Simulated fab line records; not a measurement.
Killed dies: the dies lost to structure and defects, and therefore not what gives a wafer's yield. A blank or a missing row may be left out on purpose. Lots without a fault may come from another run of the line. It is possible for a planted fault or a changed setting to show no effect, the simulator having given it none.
Chamber matching ; flow nand harc ; 4 sister chambers for NHARC_A_STAIRCASE_ALD_415 on ald hk-02
The step deposits SiO2, target thk 30 nm, pulse time 6 s, ald cycles 300. 14 wafers are shown with their chamber, then 7 later ones without.

## WAFERS WITH THEIR CHAMBER
wafer;chamber;heater power outer w (W);heater power w (W);precursor pulse height rel
L074.2;3;261;447;1.012
L074.3;2;278;544;0.988
L074.6;2;277;531;0.995
L076.1;0;308;496;1.001
L076.3;3;263;451;1.024
L076.4;1;241;470;0.991
L082.1;0;303;504;0.974
L082.2;3;257;451;0.965
L082.4;1;250;460;0.984
L085.2;1;249;469;1.015
L085.3;3;260;458;0.972
L085.6;2;282;526;1.019
L086.3;3;262;442;0.998
L086.4;2;283;524;0.986

SIGNATURES (averages over the wafers above)
reading;chamber 0;chamber 1;chamber 2;chamber 3;scatter within a chamber
heater power outer w;305.50;246.67;280.00;260.60;3.29
heater power w;500.00;466.33;531.25;449.80;6.89
precursor pulse height rel;0.98750;0.99667;0.99700;0.99420;0.0204
Rule: a wafer's distance from a chamber is the root of the sum, over the readings, of the square of ((its reading less the chamber's mean) divided by the reading's scatter). The wafer belongs to the nearest chamber; if the next one is less than 2 further off, it can't be placed. The scatter: the root of (the sum of the squares of (reading less its chamber's mean) over the shown wafers, divided by (wafers less chambers)).

## WAFERS MISSING THEIR CHAMBER
wafer;heater power outer w (W);heater power w (W);precursor pulse height rel
L086.5;243;473;0.988
L093.3;264;450;1.000
L093.5;234;451;1.023
L093.6;269;522;0.991
L097.2;311;509;0.992
L097.3;274;511;1.035
L097.5;280;509;1.005

## WHICH CHAMBER EACH ONE RAN IN
wafer;from the rows above;in truth
L086.5;1;1
L093.3;3;3
L093.5;1;1
L093.6;2;2
L097.2;0;0
L097.3;2;2
L097.5;2;2
Correct placement for 7 of the 7. From these rows, 0 cannot be placed. Number placed wrongly: 0.
